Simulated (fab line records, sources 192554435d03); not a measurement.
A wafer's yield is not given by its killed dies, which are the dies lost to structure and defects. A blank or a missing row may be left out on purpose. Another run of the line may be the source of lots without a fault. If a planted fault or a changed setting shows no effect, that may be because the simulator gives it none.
Comparing a struck lot with a sound one ; flow n5Finfet ; 19 steps out of a route of 1938
Sound: the wafers L589.2, L589.3, L589.5. Struck: wafer L601.2. (L601.1 of the same lot was not struck and is left out.) The cause comes at the end.
Each step with rows lists, per side, the tool, then ch with its chambers, then its first start. Under that, the readings that differ: sound wafers ; struck wafers ; difference of the means ; sigmas: that difference in standard deviations of wafers without a fault.
alike: a reading whose means differ by less than 2 such deviations, as well as words and numbers matching on both sides. not compared: withheld readings; readings where some wafer has no value; bounds like >300 that might hide an equal value; numbers whose values overlap and for which the record gives no deviation.
A row with sigmas, a row that says differs or no value, or rows on one side alone: a step with any of these is where the two part. Numbers that have no deviation but don't overlap get no sigmas and don't part them. A reading that every wafer of one side lacks parts them only if that side has two wafers or more.

N5_BEOL_M1_INSPECT_30: inspects for defects (brightfield).
  sound on defectInspect-02, day 8 05:23; struck on defectInspect-02, day 11 09:36
  alike: rawDefectCount
N5_BEOL_M1_DESCUM_33: chemistry O2, time 7 s.
  sound on rieDiel-04 ch 0,2,3, day 8 05:32; struck on rieDiel-02 ch 1, day 11 09:38
reading;sound;struck;difference;sigmas
showerheadPlenumPTorr (Torr);2.05 1.99 2.02;2.16;+0.14;+2
  alike: biasPowerW, drypumpMotorCurrentA, o2FlowSccm, oesProductAu, rfVppV, tempC, throttleValvePct
  not compared: rfHoursCounterH
then, 1 step without rows for these wafers: N5_BEOL_M1_ETCH_77 (etches underlayer in N2/H2, target depth 6.5 nm, time 5.2 s).
N5_BEOL_M1_ETCH_69: etches SiARC in CF4, target depth 15.6 nm, time 26 s.
  sound on rieDiel-04 ch 0,2,3, day 8 05:35; struck on rieDiel-02 ch 1, day 11 09:41
reading;sound;struck;difference;sigmas
rfVppV (V);184.6 183.1 183.1;186.1;+2.5;+2
showerheadPlenumPTorr (Torr);2.12 2.04 2.07;2.21;+0.13;+2
  alike: drypumpMotorCurrentA, etchRfOnTimeS, oesProductAu, throttleValvePct
  not compared: rfHoursCounterH
N5_BEOL_M1_ALD_98: deposits SiO2, target thk 2.5 nm, pulse time 1 s, co reactant pulse time 1 s.
  sound on aldSin-02 ch 2,3, day 8 05:40; struck on aldSin-02 ch 0, day 11 09:50
reading;sound;struck;difference;sigmas
heaterPowerOuterW (W);40 39 39;46;+7;+2
  alike: heaterPowerW, precursorPulseHeightRel
N5_BEOL_M1_ETCHBACK_99: etches SiO2 in CHF3, target depth 5 nm, time 10.4 s.
  sound on rieDiel-02 ch 0,1, day 8 18:59; struck on rieDiel-06 ch 1, day 11 17:17
reading;sound;struck;difference;sigmas
throttleValvePct (%);16.73 16.74 16.75;17.38;+0.64;+3
  alike: drypumpMotorCurrentA, oesProductAu, rfVppV, showerheadPlenumPTorr
  not compared: rfHoursCounterH
then, 6 steps without rows for these wafers: N5_BEOL_M1_ETCH_70 (etches SOC in N2/H2, target depth 80 nm, overetch 16 nm, time 120 s); N5_BEOL_M1_STRIP_71 (strips in N2/H2); N5_BEOL_M1_STRIP_78 (strips in N2/H2); N5_BEOL_M1_VIA_ETCH_34 (etches the open film in C4F6/O2, target depth 67.8 nm, time 64.4 s); N5_BEOL_M1_STRIP_83 (strips in C4F6/O2); N5_BEOL_M1_STRIP_36 (strips in N2/H2).
N5_BEOL_M1_TRENCH_ETCH_37: etches SiOC in C4F6/O2, target depth 55.207 nm, time 29 s.
  sound on rieDiel-02 ch 0,1, day 8 19:13; struck on rieDiel-06 ch 1, day 11 17:31
reading;sound;struck;difference;sigmas
runLengthS (s);52.2 52.0 52.3;49.4;-2.8;-5
throttleValvePct (%);20.44 20.50 20.50;21.12;+0.64;+3
model.etch.depthNm (nm);55.72 54.63 54.78;47.11;-7.93;
model.BEOL_M1.featureDepthNm (nm);55.8 54.6 54.8;47.2;-7.9;
  alike: drypumpMotorCurrentA, oesProductAu, rfVppV, showerheadPlenumPTorr
  not compared: rfHoursCounterH
then, 1 step without rows for these wafers: N5_BEOL_M1_ETCH_41 (etches SiCN in CH3F/O2, target depth 31.9 nm, time 57.8 s).
N5_BEOL_M1_STRIP_97: strips in N2/H2, time 10 s.
  sound: rieDiel-02 ch 0,1; struck: rieDiel-06 ch 1
  alike: biasPowerW, drypumpMotorCurrentA, oesProductAu, rfVppV, showerheadPlenumPTorr, tempC, throttleValvePct
  not compared: rfHoursCounterH
N5_BEOL_M1_OCD_MEAS_38:
  sound on ocd-01, day 8 19:23; struck on ocd-02, day 11 17:40
reading;sound;struck;difference;sigmas
trenchDepthNm (nm);55.8 54.1 54.7;46.9;-8.0;-6
then, 1 step without rows for these wafers: N5_BEOL_M1_HM_STRIP_39 (strips TiN in peroxide tin strip, target depth 25 nm, time 158 s).
-- here the record skips 2 days between the struck wafers' starts before and after, leaving off in module BEOL_M1 and picking up in module BEOL_M4 (first step shown: number 1111 of the route) --
N5_BEOL_M4_RC_MEAS_101:
  sound on prober-01 ch 0, day 11 05:01; struck on prober-02 ch 0, day 14 03:26
  alike: DIBL_N, DIBL_P, IOFF_N, IOFF_P, ION_N, ION_P, SS_N, SS_P, VT_N, VT_P
N5_PASSIVATION_PROBE_49:
  sound wafers here have rows in the record (prober-01, day 15 21:49); struck ones have none

WHERE THEY PART
At N5_BEOL_M1_DESCUM_33 first; at N5_PASSIVATION_PROBE_49 last (within this record only).

WHY: whatever the simulator had introduced
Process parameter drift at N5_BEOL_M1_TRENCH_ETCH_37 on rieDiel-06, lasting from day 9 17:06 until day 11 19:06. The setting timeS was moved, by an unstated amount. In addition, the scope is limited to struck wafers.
